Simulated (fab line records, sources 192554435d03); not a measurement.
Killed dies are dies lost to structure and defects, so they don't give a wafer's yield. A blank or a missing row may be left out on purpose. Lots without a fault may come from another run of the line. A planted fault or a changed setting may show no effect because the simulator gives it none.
Chamber matching | flow n5_finfet | N5_FIN_SAQP_MANDREL_ETCH_58 on rie_si-03: 4 sister chambers
The step etches a-Si in HBr/Cl2, stops on SiNx, target depth 45 nm, bt time 10 s, time 27 s. 16 wafers are shown with their chamber, then 8 later ones without.

WAFERS WITH THEIR CHAMBER
wafer  | chamber | drypump_motor_current_A (A) | throttle_valve_pct (%) | oes_product_au (a.u.)
L077.1 | 2       | 5.8                         | 35.84                  | 0.710
L077.2 | 3       | 6.3                         | 35.78                  | 0.692
L077.3 | 0       | 4.7                         | 35.97                  | 0.708
L078.1 | 2       | 5.7                         | 35.87                  | 0.683
L078.5 | 0       | 4.7                         | 35.96                  | 0.698
L078.6 | 1       | 4.8                         | 35.66                  | 0.701
L080.3 | 1       | 4.8                         | 35.68                  | 0.701
L080.4 | 2       | 5.7                         | 35.84                  | 0.696
L080.6 | 1       | 4.8                         | 35.65                  | 0.707
L087.1 | 3       | 6.3                         | 35.76                  | 0.682
L087.4 | 2       | 5.7                         | 35.84                  | 0.693
L087.5 | 1       | 4.8                         | 35.65                  | 0.720
L088.1 | 0       | 4.7                         | 35.98                  | 0.700
L088.2 | 1       | 4.8                         | 35.66                  | 0.698
L088.3 | 3       | 6.3                         | 35.76                  | 0.669
L088.4 | 2       | 5.7                         | 35.83                  | 0.705

SIGNATURES (means of the wafers above)
reading                 | chamber 0 | chamber 1 | chamber 2 | chamber 3 | scatter within a chamber
drypump_motor_current_A | 4.700     | 4.800     | 5.720     | 6.300     | 0.0258
throttle_valve_pct      | 35.9700   | 35.6600   | 35.8440   | 35.7667   | 0.0129
oes_product_au          | 0.70200   | 0.70540   | 0.69740   | 0.68100   | 0.00947
Rule: a wafer's distance from a chamber is the root of the sum, over the readings, of the square of ((its reading less the chamber's mean) divided by the reading's scatter). The wafer belongs to the nearest chamber; if the next one is less than 2 further off, it can't be placed. The scatter: the root of (the sum of the squares of (reading less its chamber's mean) over the shown wafers, divided by (wafers less chambers)).

WAFERS WITHOUT THEIR CHAMBER
wafer  | drypump_motor_current_A (A) | throttle_valve_pct (%) | oes_product_au (a.u.)
L088.5 | 4.7                         | 35.96                  | 0.702
L088.6 | 4.8                         | 35.65                  | 0.711
L095.1 | 4.7                         | 35.99                  | 0.697
L095.2 | 6.3                         | 35.77                  | 0.682
L095.3 | 4.8                         | 35.67                  | 0.706
L095.4 | 5.7                         | 35.85                  | 0.696
L095.5 | 4.7                         | 35.97                  | 0.699
L095.6 | 4.7                         | 35.67                  | 0.705

WHICH CHAMBER EACH WENT THROUGH
wafer  | from the rows above | in truth
L088.5 | 0                   | 0
L088.6 | 1                   | 1
L095.1 | 0                   | 0
L095.2 | 3                   | 3
L095.3 | 1                   | 1
L095.4 | 2                   | 2
L095.5 | 0                   | 0
L095.6 | 1                   | 1
Placed correctly: 8 of 8. Can't be placed from these rows: 0. Placed wrongly: 0.
